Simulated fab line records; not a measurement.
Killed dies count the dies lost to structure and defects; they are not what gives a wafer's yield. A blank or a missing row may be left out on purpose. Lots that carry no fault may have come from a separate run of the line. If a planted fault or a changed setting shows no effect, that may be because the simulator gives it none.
Comparing a struck lot with a sound one :: flow nandHarc :: 14 out of 1159 route steps
Sound: wafers L690.1, L690.2, L690.6. Wafers L699.2, L699.4, L699.6 were the ones struck. The cause is given at the end.
For every step that has rows: the tool of each side, followed by ch and its chambers, followed by its first start. Under that, the readings that differ: sound wafers :: struck wafers :: difference of the means :: sigmas: that difference in standard deviations of wafers without a fault.
alike: words and numbers the same on both sides, and readings whose means are apart by under 2 such deviations; not compared: readings that were withheld, readings missing a value for some wafer, numbers with overlapping values and no deviation given by the record, and bounds like >300 which may hide the same value.
The two part at a step that has a row with sigmas, a row that says differs or no value, or rows on one side only. Numbers that don't overlap but have no deviation are shown without sigmas and don't part them. A reading missing from all wafers of one side parts the sides only when that side holds two or more wafers.

first, 1 step without rows for these wafers: NHARC_P_M0_DEVELOP_08 (develop time 35 s).
NHARC_P_M0_CD_MEAS_09 targets a cd of 90 nm.
  sound on cdSem-03 ch 0, day 8 06:13; struck on cdSem-02 ch 0, day 10 10:06
  alike: cdNm
NHARC_P_M0_OVL_MEAS_10: pitch 180 nm.
  sound: overlay-02 at day 8 06:19; struck: overlay-01 at day 10 10:11
  alike: overlayXNm, overlayYNm
NHARC_P_M0_INSPECT_11:
  sound: defectInspect-01 at day 8 06:20; struck: defectInspect-01 at day 10 10:14
  alike: rawDefectCount
then, 1 step without rows for these wafers: NHARC_P_M0_DESCUM_14 (chemistry O2, time 3 s).
NHARC_P_M0_ETCH_34: etches the open film in N2/H2, target depth 40 nm, overetch 12 nm, time 43.94 s.
  sound on rieDiel-10 ch 2,3, day 8 06:29; struck on rieDiel-04 ch 1,3, day 10 10:23
  alike: drypumpMotorCurrentA, oesProductAu, rfFwdPowerW, rfVppV, showerheadPlenumPTorr, throttleValvePct
  not compared: rfHoursCounterH
NHARC_P_M0_ETCH_15: etches the open film in C4F8/Ar, target depth 150 nm, overetch 15 nm, time 82.5 s.
  sound: rieDiel-10 ch 0,3; struck: rieDiel-04 ch 1,2
  alike: oesProductAu, rfFwdPowerW, rfVppV
  not compared: rfHoursCounterH
NHARC_P_M0_CD_MEAS_16:
  sound: cdSem-03 at day 8 06:42; struck: cdSem-02 at day 10 10:35
  alike: cdNm
NHARC_P_M0_STRIP_18: strips in N2/H2.
  sound on rieDiel-09 ch 1,3, day 8 06:49; struck on rieDiel-10 ch 1,3, day 10 10:41
  alike: drypumpMotorCurrentA, oesProductAu, rfFwdPowerW, rfVppV, showerheadPlenumPTorr, throttleValvePct
  not compared: rfHoursCounterH
then, 1 step without rows for these wafers: NHARC_P_M0_STRIP_19 (strips in post etch residue remover, time 600 s).
NHARC_P_M0_DEGAS_28: time 60 s.
  sound: pvdSputter-02 at day 8 07:20; struck: pvdSputter-02 at day 10 11:13
  alike: heaterPowerW
NHARC_P_M0_PRE_CLEAN_29: time 30 s.
  sound on pvdSputter-02; struck on pvdSputter-02
  alike: heaterPowerW
NHARC_P_M0_PVD_20: deposits TaN, target thk 5 nm, time 8.06 s.
  sound: pvdSputter-02 at day 8 07:28; struck: pvdSputter-02 at day 10 11:19
  no value came back on the struck wafers for biasV (V), cathodeDcPowerW (W), throttleValvePct (%); on the sound wafers biasV (V) reads 170.7 169.4 169.8
then, 1 step without rows for these wafers: NHARC_P_M0_PVD_21 (deposits Cu, target thk 30 nm, time 20.49 s).

== WHERE THEY PART ==
Only at NHARC_P_M0_PVD_20, as far as this record shows.

WHY: whatever the simulator had introduced
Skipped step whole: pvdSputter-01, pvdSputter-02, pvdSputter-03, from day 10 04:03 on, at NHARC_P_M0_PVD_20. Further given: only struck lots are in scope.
